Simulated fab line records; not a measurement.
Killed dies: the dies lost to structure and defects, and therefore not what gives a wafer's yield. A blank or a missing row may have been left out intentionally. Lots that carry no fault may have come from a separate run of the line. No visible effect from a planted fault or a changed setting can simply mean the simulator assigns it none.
Chamber matching -- flow nand-harc -- NHARC_A_CHANNEL_FILL_D2_ETCHBACK_20 on rie-diel-05: 4 sister chambers
The step etches the open film in C4F8/O2/Ar, target depth 27 nm, time 13.5 s. 27 wafers are shown with their chamber, then 12 later ones without.

EACH WAFER AND ITS CHAMBER
wafer,chamber,rf-vpp-V (V),oes-product-au (a.u.)
L074.2,0,975,1.002
L074.3,1,973,0.991
L074.6,3,977,0.994
L075.1,3,979,0.994
L075.4,2,972,0.990
L075.6,3,976,0.994
L079.2,0,974,1.005
L079.3,3,976,0.995
L079.6,0,975,0.998
L080.1,1,974,0.994
L080.2,0,975,0.993
L080.6,2,972,0.997
L082.2,2,972,0.993
L082.3,3,978,0.992
L082.6,3,976,0.991
L084.1,1,973,0.989
L084.2,3,977,0.996
L084.6,1,973,0.998
L086.1,1,971,1.005
L086.2,2,970,0.997
L086.5,1,973,0.998
L088.1,0,974,1.004
L088.5,2,972,0.989
L088.6,1,973,0.995
L092.1,3,977,0.997
L092.3,1,974,0.993
L092.4,0,975,0.992

SIGNATURES (averages over the wafers above)
reading,chamber 0,chamber 1,chamber 2,chamber 3,scatter within a chamber
rf-vpp-V,974.67,973.00,971.60,977.00,0.898
oes-product-au,0.99900,0.99538,0.99320,0.99413,0.00424
Rule: distance of a wafer from a chamber = root of the sum over the readings of ((wafer's reading minus chamber's mean) / reading's scatter) squared. The wafer belongs to the nearest chamber; if the next one is less than 2 further off, it can't be placed. The scatter is the square root of a quotient: the sum, over the shown wafers, of each reading's squared deviation from its chamber's mean, divided by wafers minus chambers.

WAFERS WHOSE CHAMBER IS MISSING
wafer,rf-vpp-V (V),oes-product-au (a.u.)
L093.1,974,0.985
L093.3,975,0.997
L093.4,975,0.986
L094.1,974,0.978
L094.4,971,0.972
L094.5,978,0.974
L095.1,972,0.956
L095.4,974,0.956
L095.5,972,0.953
L096.2,973,0.978
L096.3,977,0.992
L096.6,970,0.975

EACH ONE'S CHAMBER
wafer,from the rows above,in truth
L093.1,can't be placed: 1 or 2 or 0 or 3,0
L093.3,can't be placed: 0 or 1 or 3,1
L093.4,can't be placed: 3 or 0 or 1 or 2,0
L094.1,can't be placed: 1 or 2 or 0 or 3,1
L094.4,can't be placed: 2 or 1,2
L094.5,3,3
L095.1,can't be placed: 2 or 1 or 0 or 3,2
L095.4,can't be placed: 2 or 1 or 3 or 0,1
L095.5,can't be placed: 2 or 1 or 3 or 0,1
L096.2,can't be placed: 2 or 1 or 0 or 3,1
L096.3,3,3
L096.6,can't be placed: 2 or 1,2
2 of 12 placed correctly. These rows do not allow placing 10 (true chamber among the candidates in 10). Number placed wrongly: 0.
